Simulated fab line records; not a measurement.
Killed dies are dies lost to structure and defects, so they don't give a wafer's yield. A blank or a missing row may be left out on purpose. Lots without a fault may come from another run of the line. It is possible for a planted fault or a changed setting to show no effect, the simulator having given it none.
fab line records	flow n5_finfet
[record] lots = 7	wafers = 21
route steps=1938 shown BEOL_M6@1239 BEOL_M8@1342 BEOL_M9@1464
start_h: start of the lot's first displayed wafer, in hours after the record's first day	wait_h: hours from the lot's prior step to this one	" identical to the entry in the row above	L1.1+2: one row covering several wafers at once	- no value present, or no start provided	* or withheld: withheld	< > ~ a bound
route shown NAME@n: NAME is a module with steps in the file, n the number in the route of the first one	usual: mean and standard deviation over wafers with no fault	same: alike in all rows	chamber/n: place in a boat	sites: the reading at each site	_std_site: the standard deviation of these	_edge_site: outer sites' mean less inner sites'	radius_mm: how far each site lies from the wafer's centre	mask NAME#n: copy n	behind: the tool/chamber that last shaped the wafer	hold: the reason the lot was held/the length of the hold in hours/how it ended	device: names the non-switching transistor (n, p or np)	end of line: the same wafers' tests at the end of the route	a step given without rows: its recipe and nothing more	killed: the dies lost at the first sort to structure and to defects; this is not the yield of the wafer	map: a wafer's dies, marking killed ones x, the rest . and places with no die _
set.NAME: the setting as run; set.NAME@STEP: as run at that earlier step	model.NAME: the simulator's own value behind a step, which no gauge read
one table per step and one row per wafer, for lots whose settings were changed on purpose
[[steps]]
[step N5_BEOL_M6_TRENCH_ETCH_37]
[recipe] chemistry = C4F6/O2	target_depth_a = 944.35	target = SiCOH_lowk	time_s = 31.5	ion_energy_ev = 250	pressure_mtorr = 30	source_w = 345	bias_w = 185	Ar_flow_sccm = 300	C4F6_flow_sccm = 10	O2_flow_sccm = 10
lot.wafer	tool	chamber	start_h	wait_h	set.time_s	model.BEOL_M6.feature_depth_nm	model.etch.depth_nm
L075.1	rie_diel-03	3	-	-	31.5	95	94.96
L075.2	"	0	"	"	31.5	94	93.92
L075.4	"	1	"	"	31.5	94.6	94.56
L081.1	rie_diel-01	2	-	-	31.5	96.6	96.58
L081.3	"	1	"	"	29.61	91.2	91.23
L081.6	"	0	"	"	29.61	87.4	87.48
L083.2	rie_diel-03	3	-	-	34.03	103.2	103.1
L083.5	"	3	"	"	34.03	104	104
L083.6	"	2	"	"	31.5	95.4	95.46
L084.1	rie_diel-03	2	-	-	31.5	95	95.04
L084.2	"	1	"	"	26.41	79.2	79.2
L084.4	"	3	"	"	26.41	79.6	79.68
L085.4	rie_diel-06	0	-	-	31.5	96	96
L085.5	"	1	"	"	31.5	94.4	94.48
L085.6	"	2	"	"	31.5	96.8	96.87
L089.3	rie_diel-01	3	-	-	31.5	98.8	98.82
L089.4	"	1	"	"	38.01	115.8	115.8
L089.5	"	0	"	"	31.5	93	92.93
L091.1	rie_diel-01	0	-	-	36.24	107.4	107.4
L091.3	"	2	"	"	36.24	110.8	110.9
L091.5	"	3	"	"	31.5	97	96.94
[step N5_BEOL_M6_ETCH_41]
[recipe] chemistry = CH3F/O2	target = SiCN	target_depth_a = 297	taper_deg = 2	time_s = 52	ion_energy_ev = 120	mask_material = TiN	pressure_mtorr = 30	source_w = 395	bias_w = 75	Ar_flow_sccm = 150	CH3F_flow_sccm = 30	O2_flow_sccm = 20
[step N5_BEOL_M6_STRIP_80]
[recipe] chemistry = N2/H2	time_s = 10	power_w = 450	temp_c = 40	pressure_mtorr = 20	rf_frequency_hz = 6e+07	bias_power_w = 7	n2_flow_sccm = 200	h2_flow_sccm = 200
[step N5_BEOL_M6_OCD_MEAS_38]
[usual] trench_depth_nm = 95.0/1.8
lot.wafer	tool	chamber	start_h	wait_h	set.time_s@BEOL_M6_TRENCH_ETCH_37	trench_depth_nm
L075.1	ocd-02	-	205.87	-	31.5	95.1
L075.2	"	-	"	"	31.5	93.9
L075.4	"	-	"	"	31.5	94.4
L081.1	ocd-01	-	237.70	-	31.5	96.8
L081.3	"	-	"	"	29.61	91.3
L081.6	"	-	"	"	29.61	87.3
L083.2	ocd-01	-	241.19	-	34.03	103.6
L083.5	"	-	"	"	34.03	103.4
L083.6	"	-	"	"	31.5	96.0
L084.1	ocd-02	-	252.36	-	31.5	95.5
L084.2	"	-	"	"	26.41	78.8
L084.4	"	-	"	"	26.41	79.8
L085.4	ocd-01	-	252.58	-	31.5	96.0
L085.5	"	-	"	"	31.5	94.0
L085.6	"	-	"	"	31.5	96.6
L089.3	ocd-02	-	280.04	-	31.5	98.5
L089.4	"	-	"	"	38.01	115.8
L089.5	"	-	"	"	31.5	93.1
L091.1	ocd-02	-	292.26	-	36.24	107.2
L091.3	"	-	"	"	36.24	110.4
L091.5	"	-	"	"	31.5	96.9
[step N5_BEOL_M6_HM_STRIP_39]
[recipe] chemistry = peroxide_tin_strip	material = TiN	target_depth_a = 250	temp_c = 50	time_s = 158
[step N5_BEOL_M6_SRD_40]
[recipe] time_s = 30	temp_c = 23	rinse_liquid = diw	dry = ipa_marangoni
[step N5_BEOL_M6_ECD_50]
[recipe] material = Cu	target_thk_a = 3000
[step N5_BEOL_M6_ANNEAL_51]
[recipe] temp_c = 225	time_s = 90	ambient = N2
[step N5_BEOL_M6_CMP_52]
[recipe] stop_on = SiCOH_lowk	t_overpolish_s = 6.9	down_force_psi = 1	platen_rpm = 50	clearing_platen_down_force_psi = 1.5	clearing_platen_rpm = 50	post_cmp_clean = cu_alkaline	target_thk_nm = 80	clearing_platen_pad_velocity_m_s = 0.99484	pad_velocity_m_s = 0.99484
lot.wafer	tool	chamber	start_h	wait_h	set.time_s@BEOL_M6_TRENCH_ETCH_37	model.Cu_of_BEOL_M6_ECD_50.thk_nm
L075.2	cmp-02	1	208.97	0.2	31.5	80.2
L075.4+1	"	2,3	"	"	31.5	81.4
L081.1	cmp-03	0	241.59	0.3	31.5	82.8
L081.3	"	3	"	"	29.61	77.8
L081.6	"	1	"	"	29.61	75
L083.2	cmp-01	1	245.66	0.3	34.03	89.6
L083.5	"	3	"	"	34.03	88.6
L083.6	"	0	"	"	31.5	80.6
L084.1	cmp-02	1	254.08	0.3	31.5	80
L084.2	"	2	"	"	26.41	65.4
L084.4	"	0	"	"	26.41	63.6
L085.4	cmp-03	2	255.55	0.2	31.5	84.2
L085.6	"	0	"	"	31.5	82.8
L085.5	"	1	"	"	31.5	81.4
L089.3	cmp-03	3	282.63	0.2	31.5	85.4
L089.4	"	1	"	"	38.01	101.8
L089.5	"	0	"	"	31.5	79
L091.1	cmp-03	2	294.29	0.5	36.24	95.2
L091.3	"	3	"	"	36.24	95.6
L091.5	"	1	"	"	31.5	83
[step N5_BEOL_M6_THK_MEAS_53]
[recipe] thk_meas_gauge = xrf	reads = Cu_of_BEOL_M6_ECD_50
[usual] M6_THK = 78.9/2.1
lot.wafer	tool	chamber	start_h	wait_h	set.time_s@BEOL_M6_TRENCH_ETCH_37	M6_THK[nm]
L075.1	film_metro-02	-	209.23	-	31.5	79.6
L075.2	"	-	"	"	31.5	78.7
L075.4	"	-	"	"	31.5	79.9
L081.1	film_metro-01	-	241.89	-	31.5	80.2
L081.3	"	-	"	"	29.61	75.5
L081.6	"	-	"	"	29.61	72.2
L083.2	film_metro-01	-	245.88	-	34.03	88.1
L083.5	"	-	"	"	34.03	86.9
L083.6	"	-	"	"	31.5	79.0
L084.1	film_metro-02	-	254.37	-	31.5	78.0
L084.2	"	-	"	"	26.41	64.1
L084.4	"	-	"	"	26.41	62.1
L085.4	film_metro-01	-	255.77	-	31.5	83.1
L085.5	"	-	"	"	31.5	80.3
L085.6	"	-	"	"	31.5	81.6
L089.3	film_metro-01	-	282.93	-	31.5	83.6
L089.4	"	-	"	"	38.01	99.1
L089.5	"	-	"	"	31.5	77.0
L091.1	film_metro-02	-	294.55	-	36.24	93.3
L091.3	"	-	"	"	36.24	93.5
L091.5	"	-	"	"	31.5	81.1
[step N5_BEOL_M6_PRE_CLEAN_55]
[recipe] gas = NH3	time_s = 15	temp_c = withheld	rf_power_w = 300
[step N5_BEOL_M6_DEP_56]
[recipe] material = SiCN	target_thk_a = 100	temp_c = withheld	precursor = 3MS/NH3	pressure_torr = 3	rf_w = 202	time_s = 17.5
[step N5_BEOL_M6_RS_MEAS_57]
[recipe] thk_meas_gauge = four-point-probe	reads = Cu_of_BEOL_M6_ECD_50+Co_of_BEOL_M6_CVD_78+TaN_of_BEOL_M6_ALD_77
[usual] M6_RS = 0.283/0.0087
lot.wafer	tool	chamber	start_h	wait_h	set.time_s@BEOL_M6_TRENCH_ETCH_37	M6_RS[ohm/sq]
L075.1	film_metro-01	-	209.36	0.1	31.5	0.280
L075.2	"	-	"	"	31.5	0.285
L075.4	"	-	"	"	31.5	0.280
L081.1	film_metro-02	-	242.02	0.1	31.5	0.274
L081.3	"	-	"	"	29.61	0.296
L081.6	"	-	"	"	29.61	0.309
L083.2	film_metro-02	-	246.03	0.1	34.03	0.251
L083.5	"	-	"	"	34.03	0.254
L083.6	"	-	"	"	31.5	0.284
L084.1	film_metro-02	-	254.50	0.1	31.5	0.286
L084.2	"	-	"	"	26.41	0.363
L084.4	"	-	"	"	26.41	0.376
L085.4	film_metro-01	-	255.90	0.0	31.5	0.269
L085.5	"	-	"	"	31.5	0.279
L085.6	"	-	"	"	31.5	0.274
L089.3	film_metro-02	-	283.06	0.1	31.5	0.265
L089.4	"	-	"	"	38.01	0.217
L089.5	"	-	"	"	31.5	0.289
L091.1	film_metro-02	-	294.71	0.1	36.24	0.234
L091.3	"	-	"	"	36.24	0.232
L091.5	"	-	"	"	31.5	0.274
[step N5_BEOL_M8_EXPOSE_08]
[recipe] mask_id = M8	na = 1.35	source_shape = dipole	sigma_inner = 0.817	sigma_outer = 0.97	polarization = te	dose_mj = 68.25
lot.wafer	tool	chamber	start_h	wait_h	mask	set.dose_mj
L075.1+4	arfi_scanner-01	0	223.37	-	M8#0	65.74
L075.2	"	0	"	"	M8#0	68.25
L081.1+6	arfi_scanner-03	0	252.97	-	M8#0	63.34
L081.3	"	0	"	"	M8#0	68.25
L083.2	arfi_scanner-03	0	253.61	-	M8#0	68.25
L083.5+6	"	0	"	"	M8#0	65.04
L084.1+2+4	arfi_scanner-02	0	264.48	-	M8#0	68.25
L085.4+5+6	arfi_scanner-03	0	267.75	-	M8#0	68.25
L089.3	arfi_scanner-01	0	296.31	-	M8#0	72.72
L089.4+5	"	0	"	"	M8#0	68.25
L091.1+3	arfi_scanner-03	0	308.02	-	M8#0	68.25
L091.5	"	0	"	"	M8#0	69.72
[step N5_BEOL_M8_DEVELOP_10]
[recipe] develop_time_s = 30	developer = TMAH	resist = CAR-ArF	rinse_liquid = diw	dry = air_spin	dev_temp_c = 23
lot.wafer	tool	chamber	start_h	wait_h	set.develop_time_s
L075.1+4	litho_track-02	0	-	-	24.74
L075.2	"	0	"	"	30
L081.1+3	litho_track-01	0	-	-	31.87
L081.6	"	0	"	"	30
L083.2+6	litho_track-05	0	-	-	24.29
L083.5	"	0	"	"	30
L084.1+4	litho_track-05	0	-	-	26.68
L084.2	"	0	"	"	30
L085.4+5+6	litho_track-01	0	-	-	30
L089.3+4	litho_track-01	0	-	-	30
L089.5	"	0	"	"	23.61
L091.1+5	litho_track-05	0	-	-	27.73
L091.3	"	0	"	"	30
[step N5_BEOL_M8_CD_MEAS_11]
[recipe] target_cd_nm = 38.5	landing_energy_ev = 500	detector = se_inlens	polarity = opening
[usual] cd_nm = 38.4/0.5
lot.wafer	tool	chamber	start_h	wait_h	set.dose_mj@BEOL_M8_EXPOSE_08	cd_nm
L075.1	cd_sem-01	0	223.50	-	65.74	36.0
L075.2	"	0	"	"	68.25	39.1
L075.4	"	0	"	"	65.74	36.8
L081.1	cd_sem-01	0	253.10	-	63.34	35.5
L081.3	"	0	"	"	68.25	38.5
L081.6	"	0	"	"	63.34	35.0
L083.2	cd_sem-01	0	253.74	-	68.25	37.6
L083.5	"	0	"	"	65.04	35.8
L083.6	"	0	"	"	65.04	35.5
L084.1	cd_sem-01	0	264.61	-	68.25	38.3
L084.2	"	0	"	"	68.25	38.2
L084.4	"	0	"	"	68.25	38.1
L085.4	cd_sem-01	0	267.86	-	68.25	37.6
L085.5	"	0	"	"	68.25	37.9
L085.6	"	0	"	"	68.25	37.5
L089.3	cd_sem-02	0	296.43	-	72.72	41.0
L089.4	"	0	"	"	68.25	38.4
L089.5	"	0	"	"	68.25	37.9
L091.1	cd_sem-03	0	308.15	-	68.25	38.3
L091.3	"	0	"	"	68.25	38.5
L091.5	"	0	"	"	69.72	39.6
[step N5_BEOL_M8_DESCUM_16]
[recipe] chemistry = O2	time_s = 7.9	source_power_w = 50	bias_power_w = 20	pressure_mtorr = 20	rf_frequency_hz = 2.712e+07	temp_c = 40	resist = CAR-ArF	o2_flow_sccm = 225
[step N5_BEOL_M8_ETCH_61]
[recipe] chemistry = CF4	target = SiARC	target_depth_a = 455	mask_material = CAR-ArF	time_s = 75.8	ion_energy_ev = 80	pressure_mtorr = 40	source_w = 545	bias_w = 36	Ar_flow_sccm = 100	cf4_flow_sccm = 100	ends = cleared
lot.wafer	tool	chamber	start_h	wait_h	set.dose_mj@BEOL_M8_EXPOSE_08	model.BEOL_M8.cd_offset_nm
L075.1	rie_diel-03	3	223.62	0.0	65.74	-2.2
L075.2	"	0	"	"	68.25	0.8
L075.4	"	2	"	"	65.74	-1.6
L081.1	rie_diel-01	0	253.41	0.0	63.34	-2.8
L081.3	"	2	"	"	68.25	0
L081.6	"	1	"	"	63.34	-3.8
L083.2	rie_diel-06	2	253.86	0.0	68.25	-0.6
L083.5	"	1	"	"	65.04	-2.6
L083.6	"	2	"	"	65.04	-3
L084.1	rie_diel-03	2	264.73	0.0	68.25	0
L084.2	"	1	"	"	68.25	-0.2
L084.4	"	3	"	"	68.25	-0.6
L085.4+6	rie_diel-01	1,0	268.17	0.0	68.25	-0.8
L085.5	"	3	"	"	68.25	-1
L089.3	rie_diel-06	1	296.55	0.0	72.72	2.6
L089.4	"	2	"	"	68.25	-0.2
L089.5	"	3	"	"	68.25	-1
L091.1	rie_diel-01	3	308.50	0.0	68.25	-0.2
L091.3	"	0	"	"	68.25	0.2
L091.5	"	1	"	"	69.72	0.8
[step N5_BEOL_M8_ETCH_62]
[recipe] chemistry = N2/H2	target = SOC	target_depth_a = 1100	overetch_a = 220	mask_material = SiARC	temp_c = 40	time_s = 165	ion_energy_ev = 200	pressure_mtorr = 30	source_w = 840	bias_w = 150	n2_flow_sccm = 200	h2_flow_sccm = 200
lot.wafer	tool	chamber	start_h	wait_h	set.dose_mj@BEOL_M8_EXPOSE_08	model.BEOL_M8.cd_offset_nm
L075.1	rie_diel-03	3	223.68	0.0	65.74	-2.2
L075.2	"	0	"	"	68.25	1
L075.4	"	2	"	"	65.74	-1.4
L081.1	rie_diel-01	0	253.47	0.0	63.34	-3
L081.3	"	2	"	"	68.25	0
L081.6	"	1	"	"	63.34	-3.8
L083.2	rie_diel-06	2	253.92	0.0	68.25	-0.6
L083.5	"	1	"	"	65.04	-2.8
L083.6	"	2	"	"	65.04	-3
L084.1+2	rie_diel-03	2,1	264.79	0.0	68.25	0.2
L084.4	"	3	"	"	68.25	-0.6
L085.4	rie_diel-01	1	268.23	0.0	68.25	-0.6
L085.5	"	3	"	"	68.25	-1
L085.6	"	0	"	"	68.25	-0.8
L089.3	rie_diel-06	1	296.61	0.0	72.72	2.4
L089.4	"	2	"	"	68.25	0
L089.5	"	3	"	"	68.25	-1.2
L091.1	rie_diel-01	3	308.55	0.0	68.25	-0.2
L091.3	"	0	"	"	68.25	0.2
L091.5	"	1	"	"	69.72	0.8
[step N5_BEOL_M8_STRIP_68]
[recipe] chemistry = N2/H2	temp_c = 40	n2_flow_sccm = 200	h2_flow_sccm = 200	rf_frequency_hz = 6e+07
[step N5_BEOL_M8_STRIP_67]
[recipe] chemistry = CF4	resist = SiARC	power_w = 300	bias_power_w = 75	pressure_mtorr = 50	cf4_flow_sccm = 150	rf_frequency_hz = 6e+07
[step N5_BEOL_M8_HM_OPEN_17]
[recipe] chemistry = Cl2/BCl3	target_depth_a = 200	overetch_a = 60	target = TiN	mask_material = SOC	ion_energy_ev = 150	pressure_mtorr = 10	icp_w = 1000	bias_w = 126	Cl2_flow_sccm = 53.25	bcl3_flow_sccm = 21.75	Ar_flow_sccm = 25
lot.wafer	tool	chamber	start_h	wait_h	set.dose_mj@BEOL_M8_EXPOSE_08	model.BEOL_M8.cd_offset_nm
L075.1	rie_metal-02	0	223.87	0.0	65.74	-2.4
L075.2	"	1	"	"	68.25	1
L075.4	"	0	"	"	65.74	-1.6
L081.1	rie_metal-02	0	253.65	0.0	63.34	-3
L081.3	"	0	"	"	68.25	0
L081.6	"	0	"	"	63.34	-3.8
L083.2	rie_metal-03	1	254.10	0.0	68.25	-0.6
L083.5	"	0	"	"	65.04	-2.8
L083.6	"	1	"	"	65.04	-3
L084.1+2	rie_metal-03	1,0	264.97	0.0	68.25	0.2
L084.4	"	1	"	"	68.25	-0.6
L085.4	rie_metal-01	1	268.45	0.1	68.25	-0.6
L085.5	"	0	"	"	68.25	-1.2
L085.6	"	1	"	"	68.25	-0.8
L089.3	rie_metal-03	1	296.82	0.1	72.72	2.4
L089.4	"	0	"	"	68.25	-0.2
L089.5	"	1	"	"	68.25	-1.2
L091.1	rie_metal-02	0	308.75	0.0	68.25	-0.4
L091.3	"	0	"	"	68.25	0
L091.5	"	0	"	"	69.72	0.6
[step N5_BEOL_M8_STRIP_19]
[recipe] chemistry = O2	power_w = 400	temp_c = 40	pressure_mtorr = 30	rf_frequency_hz = 6e+07	bias_power_w = 0	overash_fraction = 0.2	o2_flow_sccm = 225
[step N5_BEOL_M8_CD_MEAS_18]
[recipe] pitch_nm = 80	target_cd_nm = 40
[usual] cd_nm = 39.9/0.56
lot.wafer	tool	chamber	start_h	wait_h	set.dose_mj@BEOL_M8_EXPOSE_08	cd_nm
L075.1	cd_sem-03	-	224.05	0.0	65.74	37.4
L075.2	"	-	"	"	68.25	41.3
L075.4	"	-	"	"	65.74	38.3
L081.1	cd_sem-03	-	253.84	0.0	63.34	36.8
L081.3	"	-	"	"	68.25	40.2
L081.6	"	-	"	"	63.34	36.3
L083.2	cd_sem-01	-	254.30	0.1	68.25	39.7
L083.5	"	-	"	"	65.04	37.1
L083.6	"	-	"	"	65.04	37.0
L084.1	cd_sem-02	-	265.15	0.0	68.25	40.3
L084.2	"	-	"	"	68.25	40.1
L084.4	"	-	"	"	68.25	39.2
L085.4	cd_sem-01	-	268.61	0.1	68.25	39.3
L085.5	"	-	"	"	68.25	38.5
L085.6	"	-	"	"	68.25	39.4
L089.3	cd_sem-01	-	296.98	0.1	72.72	42.2
L089.4	"	-	"	"	68.25	39.8
L089.5	"	-	"	"	68.25	39.3
L091.1	cd_sem-03	-	308.93	0.0	68.25	39.4
L091.3	"	-	"	"	68.25	40.0
L091.5	"	-	"	"	69.72	40.6
[step N5_BEOL_M8_ETCH_65]
[recipe] chemistry = CF4	target = SiARC	target_depth_a = 156	mask_material = CAR-EUV	time_s = 26	ion_energy_ev = 80	pressure_mtorr = 40	source_w = 545	bias_w = 36	Ar_flow_sccm = 100	cf4_flow_sccm = 100	ends = cleared
[usual] etch_rf_on_time_s = 25.8/0.71	rf_vpp_V = 184.8/1
lot.wafer	tool	chamber	start_h	wait_h	set.source_w	etch_rf_on_time_s	rf_vpp_V
L075.1	rie_diel-06	3	227.58	0.0	616.8	24.0	178.3
L075.2	"	0	"	"	545	26.2	185.1
L075.4	"	1	"	"	545	26.2	184.1
L081.1	rie_diel-01	1	254.81	0.0	545	25.7	184.9
L081.3	"	0	"	"	461.3	30.9	195.4
L081.6	"	3	"	"	461.3	28.8	194.7
L083.2	rie_diel-06	2	255.06	0.0	545	25.5	183.8
L083.5	"	2	"	"	545	25.7	182.7
L083.6	"	0	"	"	545	26.4	184.4
L084.1	rie_diel-06	2	266.65	0.0	545	25.7	184.0
L084.2	"	1	"	"	545	26.3	184.0
L084.4	"	2	"	"	545	25.7	184.2
L085.4	rie_diel-06	0	271.83	0.0	545	25.9	183.3
L085.5	"	0	"	"	545	26.0	183.9
L085.6	"	1	"	"	545	25.9	185.9
L089.3	rie_diel-06	2	301.89	0.0	545	25.6	183.5
L089.4	"	0	"	"	545	26.9	184.0
L089.5	"	2	"	"	545	25.5	184.0
L091.1	rie_diel-06	3	310.56	0.0	506.2	29.0	191.0
L091.3	"	1	"	"	506.2	28.0	190.1
L091.5	"	0	"	"	545	26.9	185.3
[step N5_BEOL_M8_ETCH_66]
[recipe] chemistry = N2/H2	target = SOC	target_depth_a = 800	overetch_a = 160	mask_material = SiARC	temp_c = 40	time_s = 120	ion_energy_ev = 200	pressure_mtorr = 30	source_w = 840	bias_w = 150	n2_flow_sccm = 200	h2_flow_sccm = 200
[step N5_BEOL_M8_STRIP_69]
[recipe] chemistry = N2/H2	temp_c = 40	n2_flow_sccm = 200	h2_flow_sccm = 200	rf_frequency_hz = 6e+07
[step N5_BEOL_M8_PRECLEAN_42]
[recipe] chemistry = residue_remover	time_s = 60	temp_c = 40
[step N5_BEOL_M8_SRD_43]
[recipe] time_s = 30	temp_c = 23	rinse_liquid = diw	dry = ipa_marangoni
[step N5_BEOL_M8_CD_MEAS_35]
[recipe] target_cd_nm = 40	polarity = opening
[usual] cd_nm = 40.0/0.61
lot.wafer	tool	chamber	start_h	wait_h	set.dose_mj@BEOL_M8_EXPOSE_08	cd_nm
L075.1	cd_sem-03	-	228.11	0.0	65.74	38.0
L075.2	"	-	"	"	68.25	41.1
L075.4	"	-	"	"	65.74	38.3
L081.1	cd_sem-01	-	255.34	0.0	63.34	37.1
L081.3	"	-	"	"	68.25	40.2
L081.6	"	-	"	"	63.34	36.4
L083.2	cd_sem-03	-	255.60	0.0	68.25	39.2
L083.5	"	-	"	"	65.04	37.0
L083.6	"	-	"	"	65.04	36.8
L084.1	cd_sem-02	-	267.18	0.0	68.25	40.2
L084.2	"	-	"	"	68.25	40.0
L084.4	"	-	"	"	68.25	39.5
L085.4	cd_sem-03	-	272.36	0.0	68.25	39.4
L085.5	"	-	"	"	68.25	38.8
L085.6	"	-	"	"	68.25	38.7
L089.3	cd_sem-03	-	302.42	0.0	72.72	42.6
L089.4	"	-	"	"	68.25	40.1
L089.5	"	-	"	"	68.25	38.8
L091.1	cd_sem-02	-	311.09	0.0	68.25	39.5
L091.3	"	-	"	"	68.25	40.1
L091.5	"	-	"	"	69.72	40.8
[step N5_BEOL_M9_CMP_52]
[recipe] stop_on = SiCOH_lowk	t_overpolish_s = 7	down_force_psi = 1	platen_rpm = 50	clearing_platen_down_force_psi = 1.5	clearing_platen_rpm = 50	post_cmp_clean = cu_alkaline	target_thk_nm = 140	clearing_platen_pad_velocity_m_s = 0.99484	pad_velocity_m_s = 0.99484
[usual] barrier_field_endpoint_s = 28.6/0.65
lot.wafer	tool	chamber	start_h	wait_h	set.down_force_psi	barrier_field_endpoint_s
L075.2	cmp-03	2	240.15	0.2	0.8139	36.6
L075.4	"	0	"	"	1	28.4
L075.1	"	1	"	"	0.8139	35.6
L083.2	cmp-04	2	267.55	0.3	1	28.5
L083.5	"	3	"	"	1	28.6
L083.6	"	0	"	"	0.9231	30.4
L081.1	cmp-01	1	267.75	0.3	1	29.0
L081.3	"	2	"	"	1	27.1
L081.6	"	3	"	"	1	28.8
L084.4	cmp-01	0	277.75	0.1	0.8353	35.0
L084.2	"	2	"	"	0.8353	33.4
L084.1	"	3	"	"	0.8353	34.0
L085.4	cmp-04	2	283.71	0.2	1	29.4
L085.6	"	3	"	"	1	28.2
L085.5	"	0	"	"	1	28.2
L089.4	cmp-03	0	312.49	0.1	1.223	23.3
L089.3	"	3	"	"	1.223	22.5
L089.5	"	0	"	"	1.223	23.3
L091.1	cmp-04	1	319.06	0.3	1	28.4
L091.3	"	0	"	"	1	27.7
L091.5	"	1	"	"	1	28.7
[[key]]
[split] step = N5_BEOL_M6_TRENCH_ETCH_37	setting = time_s	stated = 31.5	by = wafer
[response] step = N5_BEOL_M6_TRENCH_ETCH_37	reading = model.BEOL_M6.feature_depth_nm	change = +0.941	per = 1%	r = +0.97
[response] step = N5_BEOL_M6_TRENCH_ETCH_37	reading = model.etch.depth_nm	change = +0.942	per = 1%	r = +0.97
[response] step = N5_BEOL_M6_OCD_MEAS_38	reading = trench_depth_nm	change = +0.946	per = 1%	r = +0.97
[response] step = N5_BEOL_M6_CMP_52	reading = model.Cu_of_BEOL_M6_ECD_50.thk_nm	change = +0.935	per = 1%	r = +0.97
[response] step = N5_BEOL_M6_THK_MEAS_53	reading = M6_THK	change = +0.907	per = 1%	r = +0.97
[response] step = N5_BEOL_M6_RS_MEAS_57	reading = M6_RS	change = -0.00358	per = 1%	r = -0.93
[split] step = N5_BEOL_M8_EXPOSE_08	setting = dose_mj	stated = 68.25	by = wafer
[response] step = N5_BEOL_M8_CD_MEAS_11	reading = cd_nm	change = +0.471	per = 1%	r = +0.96
[response] step = N5_BEOL_M8_ETCH_61	reading = model.BEOL_M8.cd_offset_nm	change = +0.494	per = 1%	r = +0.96
[response] step = N5_BEOL_M8_ETCH_62	reading = model.BEOL_M8.cd_offset_nm	change = +0.496	per = 1%	r = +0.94
[response] step = N5_BEOL_M8_HM_OPEN_17	reading = model.BEOL_M8.cd_offset_nm	change = +0.506	per = 1%	r = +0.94
[response] step = N5_BEOL_M8_CD_MEAS_18	reading = cd_nm	change = +0.528	per = 1%	r = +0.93
[response] step = N5_BEOL_M8_CD_MEAS_35	reading = cd_nm	change = +0.513	per = 1%	r = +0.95
[split] step = N5_BEOL_M8_DEVELOP_10	setting = develop_time_s	stated = 30	by = wafer
response none clear
[split] step = N5_BEOL_M8_ETCH_65	setting = source_w	stated = 545	by = wafer
[response] step = N5_BEOL_M8_ETCH_65	reading = etch_rf_on_time_s	change = *	per = 1%	r = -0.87
[response] step = N5_BEOL_M8_ETCH_65	reading = rf_vpp_V	change = -0.601	per = 1%	r = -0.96
[split] step = N5_BEOL_M9_CMP_52	setting = down_force_psi	stated = 1	by = wafer
[response] step = N5_BEOL_M9_CMP_52	reading = barrier_field_endpoint_s	change = -0.389	per = 1%	r = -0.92
